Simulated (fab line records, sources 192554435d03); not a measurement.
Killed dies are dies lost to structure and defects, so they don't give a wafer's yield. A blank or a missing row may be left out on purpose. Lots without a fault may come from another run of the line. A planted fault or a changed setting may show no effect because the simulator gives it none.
fab line records | flow n5_finfet
record lots=24 wafers=72 last_day=17
route steps=1938 shown BEOL_M10@1514 BEOL_M11@1537
lots that met no fault: from a run of the same line without faults
start_h: hours from the record's first day to the start of the lot's first wafer shown | wait_h: hours since the lot's step before | " the same as in the row above | L1.1+2: a row that stands for several wafers | - no value, or no start given | * or withheld: withheld | < > ~ a bound
route shown NAME@n: a module of which the file shows steps, and the number in the route of the first | usual: mean/standard deviation of fault-free wafers | same: alike in all rows | chamber/n: place in a boat | sites: the reading at each site | _std_site: their standard deviation | _edge_site: outer sites' mean less inner sites' | radius_mm: how far each site lies from the wafer's centre | mask NAME#n: copy n | behind: the tool/chamber that last shaped the wafer | hold: why the lot was held/for how many hours/how that ended | device: the transistor (n, p or np) that didn't switch | end of line: the same wafers' tests at the end of the route | a step without rows: its recipe alone | killed: dies lost to structure and defects at the first sort, not the wafer's yield | map: a wafer's dies, x killed, . not, _ none there
set.NAME: the setting as run; set.NAME@STEP: as run at that earlier step | model.NAME: the simulator's own value behind a step, which no gauge read
steps of the route over a sample of lots; a table a step, a row a wafer
services: from which hour (start_h, from the record's first day; less than 0 if before it) a tool's chamber was out of use, for how many hours, and why
## steps
# step N5_BEOL_M10_STRIP_77
# recipe chemistry=N2/H2 time_s=10 power_w=450 temp_c=40 pressure_mtorr=20 rf_frequency_hz=6e+07 bias_power_w=7 n2_flow_sccm=200 h2_flow_sccm=200
# usual drypump_motor_current_A=5.7/0.47 oes_product_au=0.81/0.077 rf_vpp_V=59.2/0.9 showerhead_plenum_p_Torr=2.53/0.092 throttle_valve_pct=23.7/0.37
# columns lot.wafer tool chamber start_h wait_h drypump_motor_current_A oes_product_au rf_hours_counter_h rf_vpp_V showerhead_plenum_p_Torr throttle_valve_pct
L074.1 rie_diel-01 3 - - 5.4 0.86 43 60.1 2.45 23.7
L074.4 " 0 " " 4.7 0.72 212 58.4 2.52 23.5
L074.6 " 3 " " 5.4 0.86 - 59.9 2.45 23.7
L075.1 rie_diel-02 3 - - 6.1 0.95 17 59.3 2.47 23.4
L075.2 " 1 " " 6.3 0.77 163 59.5 2.44 23.4
L075.4 " 0 " " 5.5 0.88 51 59.6 2.69 23.8
L078.1 rie_diel-02 3 - - 6.1 0.93 24 58.2 2.47 23.4
L078.3 " 2 " " 5.8 0.86 42 59.2 2.60 23.7
L078.5 " 3 " " 6.1 0.94 - 58.5 2.47 23.4
L077.2 rie_diel-06 2 - - 5.6 0.70 225 57.9 2.62 24.3
L077.3 " 3 " " 5.6 0.80 106 58.6 2.46 23.7
L077.4 " 1 " " 6.3 0.91 32 60.1 2.47 23.1
L076.1 rie_diel-01 3 - - 5.4 0.86 54 59.3 2.45 23.7
L076.3 " 1 " " 5.0 0.71 198 58.8 2.43 24.4
L076.5 " 2 " " 6.2 0.91 - 58.0 2.58 23.5
L079.1 rie_diel-01 0 - - 4.7 0.71 224 59.5 2.52 23.5
L079.2 " 2 " " 6.2 0.90 27 59.0 2.58 23.5
L079.4 " 1 " " 5.0 0.70 199 58.9 2.43 24.4
L080.2 rie_diel-06 0 - - 5.7 0.83 78 59.7 2.68 23.3
L080.4 " 3 " " 5.6 0.79 111 59.6 2.45 23.7
L080.5 " 3 " " 5.6 0.79 - 59.2 2.45 23.8
L081.1 rie_diel-02 0 - - 5.5 0.86 67 59.3 2.69 23.8
L081.5 " 3 " " 6.1 0.91 - 59.0 2.46 23.4
L081.6 " 2 " " 5.8 0.85 - 59.7 2.60 23.7
L083.2 rie_diel-02 1 - - 6.3 0.75 178 57.8 2.43 23.4
L083.4 " 0 " " 5.5 0.84 68 60.0 2.69 23.8
L083.6 " 2 " " 5.8 0.85 - 60.1 2.60 23.7
L082.1 rie_diel-01 1 - - 5.0 0.69 210 61.4 2.43 24.4
L082.4 " 2 " " 6.2 0.89 - 60.6 2.58 23.5
L082.6 " 1 " " 5.0 0.70 - 58.0 2.43 24.4
L084.1 rie_diel-06 1 - - 6.3 0.89 44 58.8 2.47 23.1
L084.2 " 0 " " 5.8 0.81 86 59.5 2.67 23.4
L084.3 " 3 " " 5.5 0.78 119 58.7 2.45 23.8
L085.2 rie_diel-06 2 - - 5.5 0.68 242 60.6 2.61 24.4
L085.3 " 3 " " 5.6 0.78 125 60.6 2.45 23.8
L085.6 " 1 " " 6.3 0.87 - 58.5 2.47 23.1
L087.1 rie_diel-06 0 - - 5.8 0.81 95 60.0 2.67 23.4
L087.2 " 3 " " 5.6 0.78 128 60.2 2.45 23.8
L087.5 " 3 " " 5.6 0.78 - 60.9 2.45 23.8
L088.3 rie_diel-01 1 - - 5.1 0.69 222 58.2 2.42 24.4
L088.4 " 3 " " 5.4 0.85 69 59.3 2.44 23.7
L088.6 " 1 " " 5.0 0.68 - 59.0 2.42 24.4
L089.1 rie_diel-06 3 - - 5.6 0.78 128 58.1 2.45 23.8
L089.3 " 0 " " 5.8 0.81 96 59.7 2.67 23.3
L089.4 " 2 " " 5.6 0.68 246 60.4 2.61 24.4
L086.3 rie_diel-02 1 - - 6.3 0.74 195 59.3 2.43 23.4
L086.4 " 2 " " 5.8 0.83 67 57.4 2.59 23.7
L086.6 " 3 " " 6.1 0.87 - 59.7 2.46 23.4
L090.2 rie_diel-02 1 - - 6.3 0.73 201 58.7 2.42 23.4
L090.5 " 3 " " 6.2 0.86 - 59.2 2.45 23.5
L090.6 " 0 " " 5.5 0.83 - 59.8 2.68 23.9
L091.1 rie_diel-01 2 - - 6.2 0.84 63 59.5 2.57 23.6
L091.4 " 0 " " 4.7 0.97 3 58.1 2.51 23.3
L091.5 " 1 " " 5.0 0.67 - 58.3 2.42 24.5
L093.1 rie_diel-06 0 - - 5.7 0.79 110 58.8 2.66 23.4
L093.3 " 3 " " 5.6 0.76 143 60.0 2.44 23.8
L093.4 " 3 " " 5.6 0.76 - 58.6 2.44 23.8
L092.1 rie_diel-02 3 - - 6.1 0.85 61 59.3 2.45 23.5
L092.2 " 1 " " 6.4 0.73 205 57.7 2.42 23.4
L092.5 " 2 " " 5.8 0.80 - 58.8 2.59 23.8
L095.1 rie_diel-02 2 - - 5.8 0.81 78 59.6 2.59 23.8
L095.2 " 0 " " 5.6 0.82 95 60.1 2.67 23.9
L095.3 " 3 " " 6.1 0.87 62 59.0 2.45 23.5
L094.2 rie_diel-02 1 - - 6.3 0.72 207 58.0 2.42 23.4
L094.3 " 3 " " 6.1 0.86 63 58.9 2.45 23.5
L094.6 " 1 " " 6.4 0.73 - 57.9 2.42 23.4
L096.1 rie_diel-01 3 - - 5.4 0.81 89 56.5 2.43 23.7
L096.4 " 1 " " 5.1 0.67 242 59.6 2.41 24.5
L096.5 " 0 " " 4.7 0.95 - 59.4 2.50 23.3
L097.2 rie_diel-01 2 - - 6.2 0.83 73 58.9 2.56 23.6
L097.4 " 1 " " 5.0 0.67 245 58.5 2.41 24.5
L097.5 " 1 " " 5.0 0.67 - 58.9 2.41 24.5
# step N5_BEOL_M10_ALD_74
# recipe material=TaN target_thk_a=20 temp_c=275 ald_precursor_family=PDMAT ald_co_reactant=NH3 pressure_torr=3 carrier_flow_sccm=1500 pulse_time_s=2 purge_time_s=3 co_reactant_purge_time_s=2 co_reactant_pulse_time_s=3 ald_cycles=40 precursor_vessel_temp_c=75 precursor_vessel_pressure_torr=26.25 precursor_vessel_carrier_sccm=1000
# usual heater_power_outer_w=225/18 heater_power_w=403/27
# same pulse_time_s=2
# columns lot.wafer tool chamber start_h wait_h heater_power_outer_w heater_power_w
L074.1 ald_metal-03 0 208.41 0.1 236 439
L074.4 " 1 " " 240 441
L074.6 " 1 " " 242 442
L075.1 ald_metal-02 1 218.20 0.1 233 407
L075.2 " 0 " " 214 393
L075.4 " 3 " " 220 387
L078.1 ald_metal-03 1 232.47 0.0 241 434
L078.3 " 3 " " 272 450
L078.5 " 3 " " 264 439
L077.2 ald_metal-02 3 233.20 0.0 219 393
L077.3 " 2 " " 226 390
L077.4 " 0 " " 219 385
L076.1 ald_metal-03 3 236.07 0.0 259 427
L076.3 " 0 " " 234 433
L076.5 " 1 " " 250 434
L079.1 ald_metal-02 1 236.75 0.0 228 406
L079.2 " 3 " " 215 385
L079.4 " 0 " " 210 401
L080.2 ald_metal-03 1 247.44 0.0 247 431
L080.4 " 3 " " 261 447
L080.5 " 1 " " 247 434
L081.1 ald_metal-01 2 253.59 0.1 213 393
L081.5 " 2 " " 213 409
L081.6 " 1 " " 166 317
L083.2 ald_metal-03 0 256.11 0.1 235 444
L083.4 " 3 " " 268 439
L083.6 " 0 " " 232 431
L082.1 ald_metal-02 2 263.97 0.1 222 383
L082.4 " 1 " " 232 407
L082.6 " 3 " " 217 391
L084.1 ald_metal-03 1 268.25 0.0 239 441
L084.2 " 3 " " 272 430
L084.3 " 2 " " 220 410
L085.2 ald_metal-02 3 286.43 0.0 218 380
L085.3 " 0 " " 215 397
L085.6 " 1 " " 225 409
L087.1 ald_metal-02 0 296.22 0.0 214 402
L087.2 " 1 " " 229 412
L087.5 " 1 " " 227 406
L088.3 ald_metal-01 0 298.29 0.0 217 404
L088.4 " 2 " " 216 403
L088.6 " 1 " " 171 316
L089.1 ald_metal-03 0 298.57 0.2 233 446
L089.3 " 3 " " 264 428
L089.4 " 1 " " 242 436
L086.3 ald_metal-01 3 298.82 0.1 204 402
L086.4 " 2 " " 214 397
L086.6 " 0 " " 213 394
L090.2 ald_metal-02 0 318.34 0.0 214 398
L090.5 " 3 " " 210 389
L090.6 " 0 " " 220 395
L091.1 ald_metal-02 2 333.32 0.0 224 380
L091.4 " 0 " " 209 387
L091.5 " 3 " " 221 384
L093.1 ald_metal-02 0 335.84 0.0 218 399
L093.3 " 3 " " 211 387
L093.4 " 1 " " 227 412
L092.1 ald_metal-02 0 339.69 0.1 212 395
L092.2 " 3 " " 212 387
L092.5 " 1 " " 225 416
L095.1 ald_metal-02 3 343.99 0.1 217 388
L095.2 " 2 " " 228 390
L095.3 " 1 " " 229 403
L094.2 ald_metal-02 0 346.31 0.1 222 395
L094.3 " 1 " " 227 407
L094.6 " 2 " " 233 373
L096.1 ald_metal-02 0 350.88 0.0 211 392
L096.4 " 1 " " 229 410
L096.5 " 0 " " 218 391
L097.2 ald_metal-02 3 359.39 0.0 215 386
L097.4 " 2 " " 230 386
L097.5 " 2 " " 226 378
# step N5_BEOL_M10_CMP_52
# recipe stop_on=SiCOH_lowk t_overpolish_s=7 down_force_psi=1 platen_rpm=50 clearing_platen_down_force_psi=1.5 clearing_platen_rpm=50 post_cmp_clean=cu_alkaline target_thk_nm=140 clearing_platen_pad_velocity_m_s=0.99484 pad_velocity_m_s=0.99484
# usual barrier_field_endpoint_s=29.1/0.84 edge_zone_pressure_frac=1.000/0.0052 motor_current_A=6.2/0.68 overpolish_run_s=7.000/0.0091 time_to_endpoint_s=68/3.9
# columns lot.wafer tool chamber start_h wait_h barrier_field_endpoint_s edge_zone_pressure_frac motor_current_A overpolish_run_s time_to_endpoint_s
L074.1 cmp-02 1 209.80 0.3 29.9 0.999 6.4 7.000 73
L074.4 " 2 " " 30.7 0.984 7.6 6.994 74
L074.6 " 3 " " 28.9 0.999 5.3 7.007 69
L075.4 cmp-04 1 219.38 0.2 28.5 1.006 5.8 7.002 65
L075.2 " 2 " " 26.8 0.996 6.3 7.005 58
L075.1 " 3 " " 27.7 0.989 5.9 6.997 63
L078.1 cmp-02 1 233.85 0.3 28.8 1.003 6.5 7.005 68
L078.3 " 3 " " 28.7 0.997 5.5 6.992 71
L078.5 " 1 " " 29.0 0.998 6.7 7.009 70
L077.3 cmp-04 3 234.42 0.2 28.0 1.006 5.6 6.998 63
L077.2 " 0 " " 28.3 1.006 5.6 7.003 62
L077.4 " 1 " " 28.7 1.003 6.0 6.999 65
L076.1 cmp-04 2 237.12 0.3 27.3 1.000 6.3 6.998 62
L076.3 " 0 " " 28.5 0.995 5.5 6.989 67
L076.5 " 1 " " 30.2 1.001 5.7 6.985 72
L079.2 cmp-02 0 238.49 0.2 28.8 1.006 6.8 6.997 68
L079.4 " 2 " " 31.4 0.988 7.6 7.000 77
L079.1 " 3 " " 29.8 1.003 5.8 7.005 71
L080.2 cmp-04 1 248.91 0.3 29.3 1.006 6.1 7.002 65
L080.4 " 2 " " 27.4 0.999 6.2 6.992 57
L080.5 " 0 " " 28.7 0.998 5.6 6.995 66
L081.1 cmp-04 1 255.22 0.5 30.0 0.995 5.9 6.994 68
L081.5 " 2 " " 29.2 1.009 6.2 7.000 66
L081.6 " 3 " " 29.9 0.995 5.6 6.996 69
L083.4 cmp-02 1 257.42 0.1 28.7 0.995 6.6 6.999 69
L083.2 " 0 " " 28.4 0.987 6.6 6.995 67
L083.6 " 1 " " 28.2 0.996 6.3 6.997 67
L082.1 cmp-02 0 265.65 0.3 28.1 0.999 6.9 7.000 66
L082.4 " 1 " " 29.5 0.995 6.7 6.997 67
L082.6 " 1 " " 28.4 0.997 6.4 6.985 64
L084.2 cmp-01 2 269.55 0.2 29.6 1.003 5.4 7.009 69
L084.3 " 0 " " 28.2 1.003 5.8 7.003 67
L084.1 " 1 " " 27.7 1.001 6.1 7.000 63
L085.3 cmp-04 3 287.83 0.2 29.0 0.998 5.5 7.003 68
L085.2 " 1 " " 29.9 1.001 5.8 6.999 70
L085.6 " 3 " " 29.6 1.001 5.4 6.986 67
L087.2 cmp-01 3 297.28 0.2 28.6 0.994 7.5 6.993 63
L087.1 " 1 " " 28.9 1.002 5.9 7.003 64
L087.5 " 3 " " 29.2 0.991 7.4 7.003 63
L088.4 cmp-02 0 299.41 0.1 28.7 0.996 6.5 7.004 64
L088.3 " 1 " " 29.8 0.995 6.4 7.005 72
L088.6 " 0 " " 29.3 0.997 6.7 6.976 65
L089.4 cmp-01 3 299.68 0.1 28.6 0.994 7.4 6.999 66
L089.3 " 1 " " 28.7 1.007 6.2 7.014 69
L089.1 " 2 " " 29.1 1.000 5.1 7.017 71
L086.3 cmp-04 1 299.84 0.2 31.0 0.997 5.7 7.008 74
L086.4 " 2 " " 28.2 1.001 6.2 7.007 62
L086.6 " 0 " " 29.6 0.995 5.1 6.989 68
L090.2 cmp-02 1 319.84 0.3 28.5 1.003 7.0 6.994 70
L090.6 " 3 " " 28.1 0.997 5.4 6.994 66
L090.5 " 0 " " 27.7 1.001 6.6 6.984 65
L091.1 cmp-01 0 335.92 0.3 28.7 1.009 5.8 6.995 66
L091.4 " 2 " " 30.3 1.005 5.3 7.013 72
L091.5 " 3 " " 28.1 1.005 7.6 7.001 63
L093.3 cmp-02 0 337.12 0.2 28.7 0.991 6.5 7.003 66
L093.1 " 1 " " 28.8 0.999 6.6 6.998 70
L093.4 " 2 " " 31.0 1.012 7.6 7.000 76
L092.1 cmp-02 1 340.82 0.3 28.6 1.010 6.7 7.009 69
L092.2 " 0 " " 28.8 1.005 6.7 6.995 66
L092.5 " 1 " " 28.9 1.003 6.8 6.993 68
L095.3 cmp-02 3 345.63 0.2 29.4 0.998 5.6 7.000 69
L095.2 " 0 " " 28.7 0.993 6.3 7.011 69
L095.1 " 1 " " 29.3 0.999 6.2 7.006 66
L094.3 cmp-04 2 347.73 0.2 29.3 1.002 5.9 7.003 61
L094.2 " 0 " " 29.6 1.004 5.5 7.000 69
L094.6 " 2 " " 29.2 1.003 6.3 7.002 62
L096.1 cmp-04 2 352.30 0.3 28.7 1.004 6.4 7.010 64
L096.4 " 0 " " 29.7 0.999 5.6 7.003 71
L096.5 " 2 " " 29.5 1.000 6.7 6.987 66
L097.2 cmp-04 1 360.81 0.2 29.8 1.003 5.9 6.987 70
L097.4 " 3 " " 29.8 1.005 5.7 6.999 71
L097.5 " 2 " " 29.6 0.999 6.0 6.991 67
# step N5_BEOL_M11_CURE_71
# recipe temp_c=385 time_s=240 ambient=He/Ar material=SiCOH_lowk
# usual lamp_power_pct=52.32/0.055 wafer_temp_C_max=386.8/0.63
# columns lot.wafer tool chamber start_h wait_h lamp_power_pct wafer_temp_C_max
L074.1 uv_cure-03 0 210.63 0.2 52.30 387.3
L074.4 " 0 " " 52.44 386.9
L074.6 " 0 " " 52.36 387.5
L075.1 uv_cure-01 2 219.93 0.0 52.26 386.1
L075.2 " 2 " " 52.43 386.6
L075.4 " 2 " " 52.35 386.3
L078.1 uv_cure-03 1 234.45 0.1 52.37 388.1
L078.3 " 1 " " 52.33 388.0
L078.5 " 1 " " 52.35 388.2
L077.2 uv_cure-02 2 235.20 0.3 52.31 386.5
L077.3 " 2 " " 52.36 386.8
L077.4 " 2 " " 52.25 386.6
L076.1 uv_cure-03 2 237.68 0.0 52.34 386.9
L076.3 " 2 " " 52.29 386.2
L076.5 " 2 " " 52.22 386.4
L079.1 uv_cure-03 1 239.06 0.0 52.35 387.8
L079.2 " 1 " " 52.28 387.4
L079.4 " 1 " " 52.40 388.3
L080.2 uv_cure-02 0 249.48 0.1 52.23 386.0
L080.4 " 0 " " 52.34 386.3
L080.5 " 0 " " 52.27 386.2
L081.1 uv_cure-02 0 255.68 0.0 52.30 387.1
L081.5 " 0 " " 52.31 386.6
L081.6 " 0 " " 52.43 386.6
L083.2 uv_cure-02 2 258.07 0.1 52.38 386.2
L083.4 " 2 " " 52.32 386.5
L083.6 " 2 " " 52.27 386.5
L082.1 uv_cure-02 2 266.24 0.1 52.26 386.8
L082.4 " 2 " " 52.34 387.0
L082.6 " 2 " " 52.35 386.4
L084.1 uv_cure-02 2 270.12 0.0 52.17 386.9
L084.2 " 2 " " 52.22 387.3
L084.3 " 2 " " 52.30 387.4
L085.2 uv_cure-03 1 288.45 0.1 52.32 389.0
L085.3 " 1 " " 52.27 387.8
L085.6 " 1 " " 52.38 387.7
L087.1 uv_cure-01 1 298.08 0.3 52.23 387.8
L087.2 " 1 " " 52.30 387.0
L087.5 " 1 " " 52.30 387.7
L088.3 uv_cure-03 2 300.30 0.4 52.36 386.1
L088.4 " 2 " " 52.29 386.7
L088.6 " 2 " " 52.36 386.4
L089.1 uv_cure-02 0 300.36 0.2 52.29 386.1
L089.3 " 0 " " 52.30 386.9
L089.4 " 0 " " 52.39 386.2
L086.3 uv_cure-01 2 300.65 0.3 52.23 386.8
L086.4 " 2 " " 52.31 386.3
L086.6 " 2 " " 52.25 386.8
L090.2 uv_cure-01 1 320.41 0.1 52.36 387.1
L090.5 " 1 " " 52.29 386.4
L090.6 " 1 " " 52.31 386.6
L091.1 uv_cure-02 0 336.46 0.0 52.30 386.1
L091.4 " 0 " " 52.28 386.2
L091.5 " 0 " " 52.34 386.3
L093.1 uv_cure-02 0 337.69 0.0 52.30 386.5
L093.3 " 0 " " 52.24 386.0
L093.4 " 0 " " 52.30 386.7
L092.1 uv_cure-03 0 341.39 0.0 52.34 387.1
L092.2 " 0 " " 52.35 387.0
L092.5 " 0 " " 52.31 387.7
L095.1 uv_cure-02 2 346.20 0.0 52.20 386.6
L095.2 " 2 " " 52.35 386.8
L095.3 " 2 " " 52.40 386.4
L094.2 uv_cure-01 2 348.38 0.1 52.28 386.7
L094.3 " 2 " " 52.34 386.7
L094.6 " 2 " " 52.32 386.2
L096.1 uv_cure-01 2 352.86 0.0 52.35 386.3
L096.4 " 2 " " 52.34 387.2
L096.5 " 2 " " 52.35 386.6
L097.2 uv_cure-01 0 361.46 0.1 52.31 387.6
L097.4 " 0 " " 52.33 387.1
L097.5 " 0 " " 52.35 386.8
# step N5_BEOL_M11_CD_MEAS_11
# recipe target_cd_nm=64.1 landing_energy_ev=500 detector=se_inlens polarity=opening
# usual cd_nm=64.0/0.58
# columns lot.wafer tool chamber start_h wait_h cd_nm
L074.1 cd_sem-02 0 211.65 - 63.4
L074.4 " 0 " " 64.3
L074.6 " 0 " " 64.3
L075.1 cd_sem-02 0 221.55 - 63.9
L075.2 " 0 " " 65.3
L075.4 " 0 " " 64.0
L078.1 cd_sem-02 0 236.52 - 64.8
L078.3 " 0 " " 64.2
L078.5 " 0 " " 64.5
L077.2 cd_sem-01 0 236.95 - 64.4
L077.3 " 0 " " 64.2
L077.4 " 0 " " 63.7
L076.1 cd_sem-01 0 240.20 - 63.8
L076.3 " 0 " " 63.6
L076.5 " 0 " " 64.0
L079.1 cd_sem-02 0 240.50 - 63.8
L079.2 " 0 " " 63.9
L079.4 " 0 " " 63.7
L080.2 cd_sem-01 0 251.36 - 63.7
L080.4 " 0 " " 63.9
L080.5 " 0 " " 64.5
L081.1 cd_sem-01 0 256.83 - 64.9
L081.5 " 0 " " 65.5
L081.6 " 0 " " 64.1
L083.2 cd_sem-02 0 260.87 - 65.0
L083.4 " 0 " " 64.3
L083.6 " 0 " " 64.9
L082.1 cd_sem-01 0 268.32 - 64.1
L082.4 " 0 " " 63.5
L082.6 " 0 " " 64.3
L084.1 cd_sem-01 0 272.21 - 63.4
L084.2 " 0 " " 64.4
L084.3 " 0 " " 64.2
L085.2 cd_sem-01 0 290.91 - 63.8
L085.3 " 0 " " 65.3
L085.6 " 0 " " 64.9
L087.1 cd_sem-02 0 299.28 - 63.7
L087.2 " 0 " " 63.5
L087.5 " 0 " " 63.3
L089.1 cd_sem-02 0 301.46 - 63.2
L089.3 " 0 " " 65.5
L089.4 " 0 " " 63.6
L088.3 cd_sem-01 0 301.65 - 65.0
L088.4 " 0 " " 64.0
L088.6 " 0 " " 64.4
L086.3 cd_sem-01 0 301.81 - 64.7
L086.4 " 0 " " 63.3
L086.6 " 0 " " 65.3
L090.2 cd_sem-03 0 321.46 - 64.0
L090.5 " 0 " " 64.4
L090.6 " 0 " " 63.9
L091.1 cd_sem-03 0 337.60 - 63.9
L091.4 " 0 " " 63.8
L091.5 " 0 " " 63.8
L093.1 cd_sem-03 0 339.16 - 63.0
L093.3 " 0 " " 63.4
L093.4 " 0 " " 62.8
L092.1 cd_sem-02 0 343.46 - 63.5
L092.2 " 0 " " 63.1
L092.5 " 0 " " 63.1
L095.1 cd_sem-02 0 347.68 - 63.3
L095.2 " 0 " " 63.8
L095.3 " 0 " " 64.7
L094.2 cd_sem-01 0 350.09 - 63.8
L094.3 " 0 " " 64.3
L094.6 " 0 " " 64.3
L096.1 cd_sem-01 0 354.32 - 64.3
L096.4 " 0 " " 64.0
L096.5 " 0 " " 63.9
L097.2 cd_sem-02 0 362.96 - 63.8
L097.4 " 0 " " 63.3
L097.5 " 0 " " 64.2
# step N5_BEOL_M11_ETCH_62
# recipe chemistry=N2/H2 target=SOC target_depth_a=1100 overetch_a=220 mask_material=SiARC temp_c=40 time_s=165 ion_energy_ev=200 pressure_mtorr=30 source_w=840 bias_w=150 n2_flow_sccm=200 h2_flow_sccm=200
# usual drypump_motor_current_A=5.85/0.22 oes_product_au=0.67/0.074 rf_vpp_V=524/3.1 showerhead_plenum_p_Torr=2.54/0.11 throttle_valve_pct=17.89/0.25
# columns lot.wafer tool chamber start_h wait_h drypump_motor_current_A oes_product_au rf_hours_counter_h rf_vpp_V showerhead_plenum_p_Torr throttle_valve_pct
L074.1 rie_diel-03 0 212.06 0.0 6.31 0.61 190 524 2.52 18.15
L074.4 " 3 " " 5.78 0.82 5 528 2.71 17.46
L074.6 " 3 " " 5.78 0.81 - 528 2.71 17.47
L075.1 rie_diel-04 1 221.72 0.0 6.05 0.70 90 522 2.48 17.68
L075.2 " 0 " " 5.52 0.61 199 521 2.41 17.92
L075.4 " 3 " " 6.21 0.62 187 522 2.54 18.15
L078.1 rie_diel-05 2 236.70 0.0 5.83 0.71 75 528 2.69 18.01
L078.3 " 3 " " 6.01 0.62 170 521 2.42 17.89
L078.5 " 0 " " 5.82 0.58 - 521 2.50 18.26
L077.2 rie_diel-05 0 237.47 0.0 5.82 0.58 245 522 2.50 18.26
L077.3 " 1 " " 5.68 0.84 1 523 2.50 17.56
L077.4 " 2 " " 5.81 0.71 76 529 2.69 17.99
L076.1 rie_diel-05 3 240.82 0.0 5.98 0.62 172 521 2.42 17.91
L076.3 " 1 " " 5.70 0.83 3 524 2.50 17.56
L076.5 " 1 " " 5.69 0.83 - 523 2.50 17.54
L079.1 rie_diel-04 0 241.41 0.0 5.53 0.61 205 520 2.41 17.94
L079.2 " 3 " " 6.22 0.62 193 524 2.54 18.17
L079.4 " 2 " " 5.62 0.75 15 529 2.70 17.44
L080.2 rie_diel-05 3 251.53 0.0 5.99 0.61 176 519 2.42 17.89
L080.4 " 3 " " 5.99 0.62 - 520 2.42 17.90
L080.5 " 2 " " 5.80 0.70 - 526 2.69 18.01
L081.1 rie_diel-05 2 257.01 0.0 5.84 0.70 83 528 2.69 18.03
L081.5 " 3 " " 6.01 0.62 - 521 2.42 17.92
L081.6 " 2 " " 5.83 0.70 - 527 2.69 18.02
L083.2 rie_diel-03 3 261.04 0.0 5.80 0.77 21 527 2.70 17.50
L083.4 " 1 " " 5.61 0.62 199 521 2.43 18.16
L083.6 " 0 " " 6.31 0.60 - 525 2.52 18.18
L082.1 rie_diel-04 1 268.49 0.0 6.05 0.69 105 521 2.47 17.70
L082.4 " 2 " " 5.60 0.73 25 528 2.70 17.46
L082.6 " 2 " " 5.60 0.75 - 528 2.70 17.47
L084.1 rie_diel-04 3 272.46 0.0 6.23 0.61 204 523 2.53 18.18
L084.2 " 2 " " 5.62 0.74 26 529 2.70 17.46
L084.3 " 0 " " 5.56 0.60 208 520 2.41 17.94
L085.2 rie_diel-05 3 291.08 0.0 6.02 0.61 187 522 2.42 17.95
L085.3 " 0 " " 5.83 0.79 8 522 2.50 17.87
L085.6 " 2 " " 5.82 0.69 - 527 2.68 18.04
L087.1 rie_diel-04 3 299.45 0.0 6.22 0.61 212 524 2.53 18.20
L087.2 " 0 " " 5.53 0.60 216 520 2.40 17.97
L087.5 " 2 " " 5.64 0.73 - 528 2.70 17.48
L089.1 rie_diel-03 0 301.64 0.0 6.27 0.59 219 524 2.51 18.20
L089.3 " 2 " " 5.69 0.62 193 526 2.61 17.93
L089.4 " 1 " " 5.62 0.61 213 519 2.43 18.20
L088.3 rie_diel-03 3 301.89 0.0 5.81 0.75 35 528 2.70 17.50
L088.4 " 0 " " 6.27 0.59 220 523 2.51 18.21
L088.6 " 1 " " 5.63 0.61 - 520 2.43 18.18
L086.3 rie_diel-05 2 301.98 0.0 5.83 0.69 97 529 2.68 18.04
L086.4 " 1 " " 5.69 0.78 21 522 2.49 17.57
L086.6 " 2 " " 5.81 0.69 - 528 2.68 18.05
L090.2 rie_diel-04 0 321.63 0.0 5.56 0.59 223 521 2.40 17.97
L090.5 " 2 " " 5.62 0.71 - 530 2.69 17.49
L090.6 " 3 " " 6.21 0.60 - 521 2.53 18.21
L091.1 rie_diel-03 0 337.77 0.0 6.27 0.58 231 524 2.51 18.23
L091.4 " 1 " " 5.58 0.60 222 521 2.42 18.20
L091.5 " 3 " " 5.77 0.74 - 528 2.69 17.54
L093.1 rie_diel-05 0 340.27 0.0 5.82 0.76 20 522 2.49 17.88
L093.3 " 3 " " 6.01 0.61 199 521 2.41 17.95
L093.4 " 1 " " 5.68 0.76 30 523 2.49 17.60
L092.1 rie_diel-03 1 343.63 0.0 5.60 0.61 224 520 2.42 18.21
L092.2 " 3 " " 5.83 0.74 47 527 2.69 17.53
L092.5 " 1 " " 5.61 0.61 - 522 2.42 18.22
L095.1 rie_diel-05 3 347.86 0.0 6.00 0.60 201 521 2.41 17.97
L095.2 " 1 " " 5.69 0.76 32 522 2.49 17.61
L095.3 " 2 " " 5.83 0.68 108 528 2.68 18.08
L094.2 rie_diel-05 1 350.27 0.0 5.67 0.76 34 522 2.49 17.61
L094.3 " 2 " " 5.82 0.68 109 527 2.68 18.07
L094.6 " 3 " " 6.01 0.60 - 522 2.41 17.96
L096.1 rie_diel-05 3 354.49 0.0 6.02 0.60 205 519 2.41 17.95
L096.4 " 1 " " 5.68 0.75 36 522 2.49 17.61
L096.5 " 2 " " 5.79 0.67 - 526 2.68 18.05
L097.2 rie_diel-05 0 363.13 0.0 5.83 0.75 25 521 2.49 17.89
L097.4 " 1 " " 5.71 0.75 39 522 2.49 17.62
L097.5 " 2 " " 5.83 0.68 - 528 2.68 18.06
## services
# columns tool chamber start_h hours kind
uv_cure-01 - 189.10 0.4 repair
cmp-04 - 192.99 4.0 pm
cmp-02 - 212.38 0.3 repair
rie_diel-06 - 215.62 15.6 pm
cmp-04 - 221.33 1.1 repair
rie_diel-02 2 235.45 2.4 repair
uv_cure-01 - 237.49 3.4 pm
rie_diel-01 3 246.14 18.9 repair
cmp-04 - 257.30 1.7 repair
ald_metal-03 1 258.04 8.2 repair
uv_cure-03 - 258.84 0.5 repair
rie_diel-05 - 261.73 0.6 repair
rie_diel-05 - 266.08 0.8 repair
cmp-04 - 269.06 3.8 repair
cmp-02 - 279.47 6.2 repair
ald_metal-03 - 281.58 1.9 repair
rie_diel-05 1 290.76 9.6 repair
rie_diel-01 2 299.37 5.1 repair
cmp-04 - 301.03 0.6 repair
rie_diel-01 - 311.59 0.2 repair
rie_diel-02 2 343.93 4.8 repair
rie_diel-05 0 345.20 7.0 repair
ald_metal-03 - 360.08 14.6 pm
rie_diel-02 2 363.16 1.3 repair
## key
fault none
